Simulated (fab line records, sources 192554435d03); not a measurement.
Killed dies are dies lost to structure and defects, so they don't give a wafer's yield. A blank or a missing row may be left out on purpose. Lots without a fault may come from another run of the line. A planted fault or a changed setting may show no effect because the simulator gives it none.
Chamber matching | flow n5_finfet | N5_SDB_HM_OPEN_20 on rie_diel-01: 4 sister chambers
The step chemistry CH3F/O2, target SiNx, stops on poly-Si, target depth 24 nm. 18 wafers are shown with their chamber, then 9 later ones without.

WAFERS WITH THEIR CHAMBER
wafer  | chamber | drypump_motor_current_A (A) | throttle_valve_pct (%) | rf_vpp_V (V)
L074.2 | 3       | 5.2                         | 16.01                  | 290
L074.4 | 2       | 5.9                         | 15.89                  | 292
L074.6 | 0       | 5.9                         | 16.25                  | 292
L077.1 | 0       | 5.9                         | 16.26                  | 292
L077.5 | 3       | 5.2                         | 16.00                  | 288
L077.6 | 2       | 5.9                         | 15.90                  | 292
L080.1 | 1       | 5.3                         | 16.47                  | 298
L080.2 | 2       | 5.9                         | 15.92                  | 293
L080.4 | 1       | 5.3                         | 16.45                  | 299
L081.2 | 1       | 5.3                         | 16.47                  | 297
L081.3 | 2       | 5.9                         | 15.90                  | 292
L081.4 | 3       | 5.2                         | 16.03                  | 289
L082.3 | 2       | 5.9                         | 15.91                  | 294
L082.5 | 2       | 5.9                         | 15.92                  | 293
L082.6 | 3       | 5.3                         | 16.03                  | 289
L084.3 | 1       | 5.3                         | 16.48                  | 296
L084.5 | 0       | 5.9                         | 15.86                  | 298
L084.6 | 3       | 5.2                         | 16.05                  | 289

SIGNATURES (means of the wafers above)
reading                 | chamber 0 | chamber 1 | chamber 2 | chamber 3 | scatter within a chamber
drypump_motor_current_A | 5.900     | 5.300     | 5.900     | 5.220     | 0.0239
throttle_valve_pct      | 16.1233   | 16.4675   | 15.9067   | 16.0240   | 0.0873
rf_vpp_V                | 294.00    | 297.50    | 292.67    | 289.00    | 1.57
Rule: a wafer's distance from a chamber is the root of the sum, over the readings, of the square of ((its reading less the chamber's mean) divided by the reading's scatter). The wafer belongs to the nearest chamber; if the next one is less than 2 further off, it can't be placed. The scatter: the root of (the sum of the squares of (reading less its chamber's mean) over the shown wafers, divided by (wafers less chambers)).

WAFERS WITHOUT THEIR CHAMBER
wafer  | drypump_motor_current_A (A) | throttle_valve_pct (%) | rf_vpp_V (V)
L085.3 | 5.9                         | 15.93                  | 293
L085.4 | 5.9                         | 15.86                  | 296
L085.6 | 5.9                         | 15.85                  | 298
L087.1 | 5.2                         | 16.05                  | 287
L087.2 | 5.3                         | 16.48                  | 298
L087.5 | 5.3                         | 16.50                  | 296
L088.1 | 5.2                         | 16.05                  | 288
L088.3 | 5.9                         | 15.94                  | 292
L088.6 | 5.9                         | 15.86                  | 296

WHICH CHAMBER EACH WENT THROUGH
wafer  | from the rows above     | in truth
L085.3 | can't be placed: 2 or 0 | 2
L085.4 | can't be placed: 2 or 0 | 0
L085.6 | can't be placed: 2 or 0 | 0
L087.1 | 3                       | 3
L087.2 | 1                       | 1
L087.5 | 1                       | 1
L088.1 | 3                       | 3
L088.3 | can't be placed: 2 or 0 | 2
L088.6 | can't be placed: 2 or 0 | 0
Placed correctly: 4 of 9. Can't be placed from these rows: 5 (the true chamber is among the candidates in 5). Placed wrongly: 0.
